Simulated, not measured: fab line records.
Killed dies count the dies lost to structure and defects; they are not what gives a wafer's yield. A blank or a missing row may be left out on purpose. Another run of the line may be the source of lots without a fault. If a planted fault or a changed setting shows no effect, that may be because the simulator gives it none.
Chamber matching ; flow n5 finfet ; rie diel-01 running N5_BEOL_M10_ETCH_65: 4 sister chambers
The step etches SiARC in CF4, target depth 39 nm, time 65 s. 8 wafers are shown with their chamber, then 7 later ones without.

## WAFERS, EACH WITH ITS CHAMBER
wafer;chamber;throttle valve pct (%);oes product au (a.u.)
L080.1;1;15.90;0.60
L080.4;3;15.39;0.73
L082.3;1;15.92;0.60
L082.6;3;15.41;0.73
L083.1;0;15.19;0.70
L083.5;2;15.35;0.65
L085.3;0;15.19;0.68
L085.4;2;15.37;0.64

## WAFERS WHOSE CHAMBER IS MISSING
wafer;throttle valve pct (%);oes product au (a.u.)
L085.6;15.41;0.86
L088.1;15.45;0.70
L088.3;15.43;0.85
L088.6;15.37;0.64
L093.1;15.47;0.69
L093.2;15.39;0.63
L093.6;15.39;0.63

## WHICH CHAMBER EACH WENT THROUGH
wafer;from the rows above;in truth
L085.6;3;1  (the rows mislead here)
L088.1;3;3
L088.3;3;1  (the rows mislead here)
L088.6;2;2
L093.1;3;3
L093.2;2;2
L093.6;2;2
5 of 7 placed correctly. Not placeable from these rows: 0. Placed wrongly: 2.
How it was worked out, from the rows above alone: a wafer's distance from a chamber is the root of the sum, over the readings, of the square of ((its reading less the chamber's mean) divided by the reading's scatter). The wafer belongs to the nearest chamber; if the next one is less than 2 further off, it can't be placed. The mean given for a chamber averages the wafers shown for that chamber. The scatter is the square root of a quotient: the sum, over the shown wafers, of each reading's squared deviation from its chamber's mean, divided by wafers minus chambers.
